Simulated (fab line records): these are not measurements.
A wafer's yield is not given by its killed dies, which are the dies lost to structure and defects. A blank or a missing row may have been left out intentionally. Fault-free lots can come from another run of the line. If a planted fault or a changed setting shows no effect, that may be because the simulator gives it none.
Matching of chambers :: flow n5 finfet :: 3 sister chambers for N5_BEOL_M0_SAQP_HM_DEP_111 on pecvd-02
The step deposits SiO2 from SiH4/N2O, target thk 12 nm, time 7.2 s. 3 wafers are shown with their chamber, then 7 later ones without.

WAFERS WITH THEIR CHAMBER
wafer: L091.5
chamber: 2
heater power w (W): 883

wafer: L092.1
chamber: 0
heater power w (W): 865

wafer: L092.2
chamber: 1
heater power w (W): 662

WAFERS WHOSE CHAMBER IS MISSING
wafer: L092.3
heater power w (W): 846

wafer: L094.1
heater power w (W): 989

wafer: L094.4
heater power w (W): 737

wafer: L094.5
heater power w (W): 716

wafer: L096.1
heater power w (W): 798

wafer: L096.2
heater power w (W): 700

wafer: L096.4
heater power w (W): 988

WHICH CHAMBER EACH WENT THROUGH
wafer: L092.3
from the rows above: can't be placed: 0 or 2
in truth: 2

wafer: L094.1
from the rows above: can't be placed: 2 or 0
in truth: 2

wafer: L094.4
from the rows above: can't be placed: 1 or 0 or 2
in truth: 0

wafer: L094.5
from the rows above: can't be placed: 1 or 0 or 2
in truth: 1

wafer: L096.1
from the rows above: can't be placed: 0 or 2 or 1
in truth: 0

wafer: L096.2
from the rows above: can't be placed: 1 or 0 or 2
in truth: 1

wafer: L096.4
from the rows above: can't be placed: 2 or 0
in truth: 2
Placed correctly: 0 of 7. These rows do not allow placing 7 (true chamber among the candidates in 7). Placed wrongly: 0.
How it was worked out, from the rows above alone: a wafer's distance from a chamber is the root of the sum, over the readings, of the square of ((its reading less the chamber's mean) divided by the reading's scatter). The wafer belongs to the nearest chamber; if the next one is less than 2 further off, it can't be placed. For every chamber, the mean is computed from those of its wafers that are shown. The scatter: root of mean squared gap, hidden wafer to nearest shown wafer, with one shown wafer a chamber.
